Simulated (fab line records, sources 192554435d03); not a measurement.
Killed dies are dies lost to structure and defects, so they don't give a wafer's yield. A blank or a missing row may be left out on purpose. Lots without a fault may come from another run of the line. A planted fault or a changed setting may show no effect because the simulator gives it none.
Split-lot experiment | flow n5_finfet | 7 lots, 21 wafers read, on a route of 1938 steps

THE SPLIT
At N5_GATE_CUT_ETCH_56 (etches TiN in Cl2/Ar, target depth 21.6 nm), the setting icp_w was moved away from the recipe's 600 W on 7 of the 21 wafers read, by -16.7% to +6.0%. The other wafers ran this setting at the recipe's value.

The reading is taken at the split's own step.

THE READING
etch.depth_nm (the simulator's own value, which no gauge read), in nm, at N5_GATE_CUT_ETCH_56 (etches TiN in Cl2/Ar, target depth 21.6 nm). The file gives no usual value for it. The 14 wafers here that ran the recipe average 21.63 nm, standard deviation 0.39 nm.

wafer  | tool, chamber at the split | icp_w as run, W | against the recipe | etch.depth_nm, nm | against lot-mates on the recipe
L075.1 | rie_metal-01, 1            | 600             | recipe             | 21.96             | -
L075.3 | rie_metal-01, 1            | 600             | recipe             | 21.84             | -
L075.4 | rie_metal-01, 0            | 600             | recipe             | 22.67             | -
L081.1 | rie_metal-02, 0            | 636.2           | +6.0%              | 22.54             | +1.01
L081.2 | rie_metal-02, 1            | 600             | recipe             | 21.53             | -
L081.6 | rie_metal-02, 1            | 636.2           | +6.0%              | 22.59             | +1.06
L086.3 | rie_metal-01, 1            | 499.9           | -16.7%             | 18.5              | -3.09
L086.5 | rie_metal-01, 1            | 600             | recipe             | 21.59             | -
L086.6 | rie_metal-01, 0            | 499.9           | -16.7%             | 19.24             | -2.35
L090.1 | rie_metal-03, 0            | 557.4           | -7.1%              | 20.41             | -1.37
L090.3 | rie_metal-03, 0            | 600             | recipe             | 21.73             | -
L090.6 | rie_metal-03, 0            | 600             | recipe             | 21.83             | -
L094.1 | rie_metal-03, 0            | 600             | recipe             | 21.71             | -
L094.5 | rie_metal-03, 0            | 600             | recipe             | 21.71             | -
L094.3 | rie_metal-03, 0            | 565             | -5.8%              | 20.74             | -0.97
L095.1 | rie_metal-02, 1            | 600             | recipe             | 21.38             | -
L095.2 | rie_metal-02, 0            | 600             | recipe             | 21.09             | -
L095.4 | rie_metal-02, 1            | 600             | recipe             | 21.42             | -
L097.3 | rie_metal-03, 0            | 547             | -8.8%              | 20.07             | -1.10
L097.4 | rie_metal-03, 1            | 600             | recipe             | 21.2              | -
L097.6 | rie_metal-03, 1            | 600             | recipe             | 21.15             | -

THE FIT
A straight line over all 21 wafers: etch.depth_nm changes by +0.165 nm for each +1% of icp_w; r = +0.94; the points scatter about the line by 0.36 nm.
The same after taking each lot's own level away (the mean of its wafers on the recipe; 21 wafers): +0.163 nm for each +1%; r = +0.98; scatter 0.22 nm.
On that fit, the largest move of icp_w shifts the reading by 2.7 nm.
The lots' own levels span 21.175 to 22.157 nm, that is 2.5 times the standard deviation above.
So the lot-to-lot level changes the slope little: the two slopes agree.
Check: with one of the wafers moved furthest among these (-16.7%) left out of the fit, the line predicts -2.49 nm for it against its lot-mates. It came out at -3.09 nm against them.

OTHER SPLITS ON THESE WAFERS
These wafers also went through other splits before the reading. Each is held against what the fit with the lots' levels taken away leaves over:
other split on the same wafers | wafers away from the commonest value | r with etch.depth_nm (lot level and that fit taken away)
N5_HKMG_FIN_ETCH_35 time_s     | 5                                    | +0.12
N5_HKMG_FIN_COAT_66 spin_rpm   | 6                                    | +0.19

THE FILE'S OWN FIT
etch.depth_nm changes by +0.161 nm for each +1% of icp_w, r = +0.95.
